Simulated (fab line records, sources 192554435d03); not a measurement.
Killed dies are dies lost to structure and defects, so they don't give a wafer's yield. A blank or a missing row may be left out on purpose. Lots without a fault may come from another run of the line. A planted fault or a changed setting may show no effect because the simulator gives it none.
A struck lot beside a sound one | flow n5_finfet | 41 steps out of a route of 1938
Sound: wafers L833.2, L833.4, L833.5. Struck: wafer L841.2. (L841.1, L841.5 of the same lot were not struck and are left out.) The cause comes at the end.
At each step with rows: each side's tool, then ch and its chambers, then its first start. Under that, the readings that differ: sound wafers | struck wafers | difference of the means | sigmas: that difference in standard deviations of wafers without a fault.
alike: readings whose means differ by less than 2 such deviations, and words and numbers that are the same on both sides. not compared: withheld readings, readings that some wafer has no value for, bounds like >300 that may hide the same value, and numbers for which the record gives no deviation and whose values overlap.
The two part at a step that has a row with sigmas, a row that says differs or no value, or rows on one side only. Numbers that don't overlap but have no deviation are shown without sigmas and don't part them. A reading that every wafer of one side lacks parts them only if that side has two wafers or more.

N5_MOL_CONTACT_COAG_INSPECT_42: inspects for defects (brightfield).
  sound on defect_inspect-01, day 5 21:11; struck on defect_inspect-01, day 7 21:56
  reading          | sound       | struck | difference | sigmas
  raw_defect_count | 261 319 278 | 108    | -178       | -3
then, 1 step without rows for these wafers: N5_MOL_CONTACT_COAG_DESCUM_45 (chemistry O2, time 7 s).
N5_MOL_CONTACT_COAG_ETCH_65: etches underlayer in N2/H2, target depth 13 nm, time 10.4 s.
  sound on rie_diel-05 ch 0,1,3, day 5 21:16; struck on rie_diel-05 ch 0, day 7 22:20
  alike: drypump_motor_current_A, etch_rf_on_time_s, oes_product_au, rf_vpp_V, showerhead_plenum_p_Torr, throttle_valve_pct
  not compared: rf_hours_counter_h
then, 1 step without rows for these wafers: N5_MOL_CONTACT_COAG_ETCH_66 (etches SiARC in CF4, target depth 13 nm, time 21.7 s).
N5_MOL_CONTACT_COAG_ALD_133: deposits SiO2, target thk 5 nm, pulse time 1 s, co reactant pulse time 1 s.
  sound on ald_sin-02 ch 1,2, day 5 21:22; struck on ald_sin-04 ch 1, day 7 22:26
  alike: heater_power_w, precursor_pulse_height_rel
then, 4 steps without rows for these wafers: N5_MOL_CONTACT_COAG_ETCHBACK_134 (etches SiO2 in CHF3, target depth 10 nm, time 6.7 s); N5_MOL_CONTACT_COAG_ETCH_67 (etches SOC in N2/H2, target depth 60 nm, overetch 21 nm, time 101.2 s); N5_MOL_CONTACT_COAG_STRIP_68 (strips in N2/H2); N5_MOL_CONTACT_COAG_STRIP_69 (strips in N2/H2).
N5_MOL_CONTACT_COAG_ETCHBACK_136: etches SiO2 in CHF3, target depth 25 nm, time 16.7 s.
  sound on rie_diel-04 ch 2,3, day 5 21:44; struck on rie_diel-05 ch 2, day 7 22:47
  reading                | sound          | struck | difference | sigmas
  throttle_valve_pct (%) | 18.8 19.1 18.8 | 18.2   | -0.7       | -2
  alike: drypump_motor_current_A, oes_product_au, rf_vpp_V, showerhead_plenum_p_Torr
  not compared: rf_hours_counter_h
then, 1 step without rows for these wafers: N5_MOL_CONTACT_COAG_STRIP_120 (strips in CHF3).
N5_MOL_CONTACT_COAG_VIA_ETCH_117: etches SiO2 in C4F6/O2, target depth 40 nm, overetch 8 nm, time 26 s.
  sound on rie_diel-04 ch 2,3, day 5 21:46; struck on rie_diel-05 ch 2, day 7 22:49
  alike: drypump_motor_current_A, oes_product_au, rf_vpp_V, showerhead_plenum_p_Torr, throttle_valve_pct
  not compared: rf_hours_counter_h
N5_MOL_CONTACT_COAG_ETCH_124: etches SiNx in CH3F/O2, stops on SiOC, target depth 6.5 nm.
  sound on rie_diel-04 ch 2,3, day 5 21:48; struck on rie_diel-05 ch 2, day 7 22:51
  reading                | sound          | struck | difference | sigmas
  throttle_valve_pct (%) | 16.5 16.6 16.5 | 15.8   | -0.7       | -2
  alike: drypump_motor_current_A, oes_product_au, rf_vpp_V, showerhead_plenum_p_Torr
  not compared: rf_hours_counter_h
then, 5 steps without rows for these wafers: N5_MOL_CONTACT_COAG_ETCH_48 (etches SiOC in C4F6/O2, target depth 15 nm, overetch 4.5 nm, time 17 s); N5_MOL_CONTACT_COAG_STRIP_72 (strips in N2/H2); N5_MOL_CONTACT_COAG_STRIP_49 (strips in N2/H2, time 30 s); N5_MOL_CONTACT_COAG_PRECLEAN_138 (cleans in alkaline clean, time 60 s); N5_MOL_CONTACT_COAG_SRD_139 (time 30 s).
N5_MOL_CONTACT_COAG_CD_MEAS_101: target cd 16 nm.
  sound on cd_sem-03, day 5 22:07; struck on cd_sem-02, day 7 23:10
  alike: cd_nm
then, 1 step without rows for these wafers: N5_MOL_CONTACT_COAG_PRE_CLEAN_121.
N5_MOL_CONTACT_COAG_CVD_140: deposits W, target thk 66.5 nm, time 215 s.
  sound on cvd_w-01 ch 0,1, day 5 22:15; struck on cvd_w-02 ch 1, day 7 23:18
  alike: heater_power_w
then, 3 steps without rows for these wafers: N5_MOL_CONTACT_COAG_PRECLEAN_127 (cleans in DIW, time 57.5 s); N5_MOL_CONTACT_COAG_SRD_128 (dry time 32 s); N5_MOL_CONTACT_COAG_CMP_52 (polishes, stops on SiO2, t overpolish 1.5 s, target thk 66.5 nm).
N5_MOL_CONTACT_COAG_THK_MEAS_53:
  sound on film_metro-02, day 5 22:52; struck on film_metro-02, day 7 23:55
  alike: VIA_MOL_THK
then, 8 steps without rows for these wafers: N5_MOL_CONTACT_COAG_ANNEAL_112 (time 1800 s); N5_BEOL_M0_SAQP_PECVD_00 (deposits SiCN from 3MS/NH3, target thk 8 nm, time 14 s); N5_BEOL_M0_SAQP_ILD_DEP_01 (deposits SiOC from DEMS/O2, target thk 45.419 nm, time 8.7 s); N5_BEOL_M0_SAQP_HM_DEP_02 (deposits TiN, target thk 12 nm); N5_BEOL_M0_SAQP_PECVD_03 (deposits SiCN from 3MS/NH3, target thk 12 nm, time 21.1 s); N5_BEOL_M0_SAQP_PECVD_96 (deposits a-Si from SiH4/He, target thk 45 nm, time 45.2 s); N5_BEOL_M0_SAQP_PECVD_97 (deposits SiNx from SiH4/NH3/N2, target thk 23 nm, time 19.9 s); N5_BEOL_M0_SAQP_PECVD_04 (deposits a-Si from SiH4/He, target thk 60 nm, time 60.2 s).
N5_BEOL_M0_SAQP_THK_MEAS_05:
  sound on film_metro-02, day 6 05:53; struck on film_metro-02, day 8 05:47
  alike: thk_nm
then, 6 steps without rows for these wafers: N5_BEOL_M0_SAQP_HM_DEP_111 (deposits SiO2 from SiH4/N2O, target thk 12 nm, time 7.2 s); N5_BEOL_M0_SAQP_COAT_81 (time 60 s, resist thk 100 nm); N5_BEOL_M0_SAQP_COAT_82 (time 60 s, resist thk 30 nm); N5_BEOL_M0_SAQP_COAT_08 (resist thk 90 nm); N5_BEOL_M0_SAQP_EBR_10; N5_BEOL_M0_SAQP_SOFTBAKE_09 (time 60 s).
-- the record jumps here: 7 days lie between the struck wafers' starts before and after (it left off in module BEOL_M0_SAQP and takes up again in module PASSIVATION, whose first step shown is number 1936 of the route) --
N5_PASSIVATION_PROBE_49:
  sound on prober-02, day 13 18:27; struck on prober-02, day 15 07:20
  reading                  | sound          | struck | difference | sigmas
  defect_limited_yield (%) | 93.6 91.5 90.0 | 86.8   | -4.9       | -3
  killed_at_contacts       | 20 16 17       | 67     | +49        | +8
  killed_dies              | 76 100 118     | 156    | +58        | +3
  killed_on_rim            | 8 13 13        | 24     | +13        | +4
  sort_bin_5_function (%)  | 4.2 5.0 5.7    | 9.0    | +4.0       | +4
  sort_n_pass              | 1104 1080 1062 | 1024   | -58        | -3
  sort_yield_pct (%)       | 93.6 91.5 90.0 | 86.8   | -4.9       | -3
  alike: killed_at_M0_to_M3, killed_at_M4_up, killed_at_front_end, killed_at_other, killed_open, killed_short, sort_bin_6_memory

WHERE THEY PART
First at N5_MOL_CONTACT_COAG_INSPECT_42; last, within this record, at N5_PASSIVATION_PROBE_49.

WHY: what the simulator had put in
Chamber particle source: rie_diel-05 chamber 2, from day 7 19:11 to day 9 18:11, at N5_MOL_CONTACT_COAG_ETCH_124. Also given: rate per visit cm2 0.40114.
